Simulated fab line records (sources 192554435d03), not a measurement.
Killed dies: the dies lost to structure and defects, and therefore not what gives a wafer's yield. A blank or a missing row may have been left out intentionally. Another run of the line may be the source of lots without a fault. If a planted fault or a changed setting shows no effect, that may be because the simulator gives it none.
Chamber matching || flow n5Finfet || cmp-04 running N5_DUMMY_GATE_CMP_04: 4 sister chambers
The step polishes a-Si. 16 wafers are shown with their chamber, then 8 later ones without.

== EACH WAFER AND ITS CHAMBER ==
{"wafer": "L074.1", "chamber": 0, "motorCurrentA (A)": 9.2, "timeToEndpointS (s)": 9.1}
{"wafer": "L074.2", "chamber": 2, "motorCurrentA (A)": 11.4, "timeToEndpointS (s)": 11.5}
{"wafer": "L074.3", "chamber": 3, "motorCurrentA (A)": 9.5, "timeToEndpointS (s)": 8.0}
{"wafer": "L080.1", "chamber": 2, "motorCurrentA (A)": 11.3, "timeToEndpointS (s)": 12.6}
{"wafer": "L080.3", "chamber": 0, "motorCurrentA (A)": 9.1, "timeToEndpointS (s)": 11.7}
{"wafer": "L080.5", "chamber": 1, "motorCurrentA (A)": 10.2, "timeToEndpointS (s)": 12.6}
{"wafer": "L080.2", "chamber": 3, "motorCurrentA (A)": 9.1, "timeToEndpointS (s)": 13.2}
{"wafer": "L080.4", "chamber": 1, "motorCurrentA (A)": 10.1, "timeToEndpointS (s)": 12.7}
{"wafer": "L080.6", "chamber": 0, "motorCurrentA (A)": 8.7, "timeToEndpointS (s)": 12.6}
{"wafer": "L081.1", "chamber": 3, "motorCurrentA (A)": 9.5, "timeToEndpointS (s)": 14.9}
{"wafer": "L081.4", "chamber": 1, "motorCurrentA (A)": 9.9, "timeToEndpointS (s)": 11.2}
{"wafer": "L081.6", "chamber": 3, "motorCurrentA (A)": 9.6, "timeToEndpointS (s)": 13.2}
{"wafer": "L081.2", "chamber": 2, "motorCurrentA (A)": 11.2, "timeToEndpointS (s)": 14.4}
{"wafer": "L081.3", "chamber": 0, "motorCurrentA (A)": 9.1, "timeToEndpointS (s)": 12.2}
{"wafer": "L081.5", "chamber": 0, "motorCurrentA (A)": 8.9, "timeToEndpointS (s)": 12.6}
{"wafer": "L083.2", "chamber": 2, "motorCurrentA (A)": 11.1, "timeToEndpointS (s)": 15.4}

SIGNATURES, as means of the wafers listed above
{"reading": "motorCurrentA", "chamber 0": 9.000, "chamber 1": 10.067, "chamber 2": 11.250, "chamber 3": 9.425, "scatter within a chamber": 0.184}
{"reading": "timeToEndpointS", "chamber 0": 11.640, "chamber 1": 12.167, "chamber 2": 13.475, "chamber 3": 12.325, "scatter within a chamber": 1.96}
Rule: for each reading, subtract the chamber's mean from the wafer's reading, divide by that reading's scatter and square the result; add these up over the readings and take the root, which gives the wafer's distance from the chamber. If the next closest chamber is less than 2 further off than the closest, the wafer can't be placed; otherwise it belongs to the closest. The scatter: take each reading less its chamber's mean, square it, sum over the shown wafers, divide by the number of wafers less the number of chambers, and take the root.

== WAFERS MISSING THEIR CHAMBER ==
{"wafer": "L083.5", "motorCurrentA (A)": 10.4, "timeToEndpointS (s)": 11.5}
{"wafer": "L083.6", "motorCurrentA (A)": 11.7, "timeToEndpointS (s)": 11.9}
{"wafer": "L093.1", "motorCurrentA (A)": 11.1, "timeToEndpointS (s)": 17.0}
{"wafer": "L093.2", "motorCurrentA (A)": 9.0, "timeToEndpointS (s)": 15.4}
{"wafer": "L093.5", "motorCurrentA (A)": 9.4, "timeToEndpointS (s)": 11.9}
{"wafer": "L093.3", "motorCurrentA (A)": 10.7, "timeToEndpointS (s)": 16.9}
{"wafer": "L093.4", "motorCurrentA (A)": 9.5, "timeToEndpointS (s)": 15.9}
{"wafer": "L093.6", "motorCurrentA (A)": 9.5, "timeToEndpointS (s)": 16.3}

== CHAMBER TAKEN BY EACH ==
{"wafer": "L083.5", "from the rows above": 1, "in truth": 1}
{"wafer": "L083.6", "from the rows above": 2, "in truth": 2}
{"wafer": "L093.1", "from the rows above": 2, "in truth": 2}
{"wafer": "L093.2", "from the rows above": "can't be placed: 0 or 3", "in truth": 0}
{"wafer": "L093.5", "from the rows above": "can't be placed: 3 or 0", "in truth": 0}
{"wafer": "L093.3", "from the rows above": "can't be placed: 2 or 1", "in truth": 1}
{"wafer": "L093.4", "from the rows above": "can't be placed: 3 or 0 or 1", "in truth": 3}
{"wafer": "L093.6", "from the rows above": "can't be placed: 3 or 0 or 1", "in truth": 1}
Correctly placed: 3 of 8. Can't be placed from these rows: 5 (the true chamber is among the candidates in 5). 0 placed wrongly.
